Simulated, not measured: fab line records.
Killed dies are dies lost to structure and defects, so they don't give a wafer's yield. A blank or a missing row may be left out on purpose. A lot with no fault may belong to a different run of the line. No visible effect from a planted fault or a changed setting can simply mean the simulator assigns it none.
Which tool did it?    flow nandHarc    route of 1302 steps, sampled at 1 step: 12 lots, 36 wafers

## WHAT EACH GAUGE READ, for each wafer
NHARC_A_CONTACT_INSPECT_71.
lot   measured      on                rawDefectCount
L751  day 21 11:37  defectInspect-01  58 63 53
L752  day 22 06:13  defectInspect-02  75 68 77
L753  day 23 00:00  defectInspect-01  100 108 94
L754  day 23 07:06  defectInspect-01  123 88 130
L765  day 27 08:46  defectInspect-02  108 106 101
L767  day 27 23:46  defectInspect-02  110 114 103
L768  day 29 13:43  defectInspect-01  19 36 27
L771  day 30 03:50  defectInspect-02  40 39 43
L770  day 30 07:10  defectInspect-02  140 101 128
L772  day 30 21:15  defectInspect-01  59 60 62
L773  day 31 12:28  defectInspect-02  103 78 102
L774  day 32 07:41  defectInspect-01  101 113 100

## WHAT TOOL EACH LOT RAN ON (gives the tool, then ch and the chambers of the sampled wafers, and finally the start)
Before these readings, the record contains no process step.

## WHAT THE TOOLS THEMSELVES READ (means of the sampled wafers that have a number; where no wafer has one, the mark that the record gives instead)
The record holds no such reading with a usual standard deviation.

## THE ANSWER, worked out from the rows above alone
Rule: what is usual is taken from the lots themselves. Put in order of their means at a reading, lots are off if they are a third of the lots or fewer, leave a main group of 4 or more, and stand apart from it by a gap of 3 or more times the standard deviation of the main group's means; of several such gaps the widest counts. A main group whose means are all the same, to the digits that the tables above print for the reading, isn't used. Also off: a lot with no number at a reading for which 4 or more lots have one. All remaining lots with rows at the step are treated as sound. Order of review: gauges by route order, followed by the tools' own readings, for which a lot's mean as printed above is used. The first step at which some lot is off is used, and at that step the reading that is off furthest; a lot without a number counts as furthest.
No lot is off on any of the readings shown, so nothing can be concluded from this.

## WHAT THE SIMULATOR PUT IN
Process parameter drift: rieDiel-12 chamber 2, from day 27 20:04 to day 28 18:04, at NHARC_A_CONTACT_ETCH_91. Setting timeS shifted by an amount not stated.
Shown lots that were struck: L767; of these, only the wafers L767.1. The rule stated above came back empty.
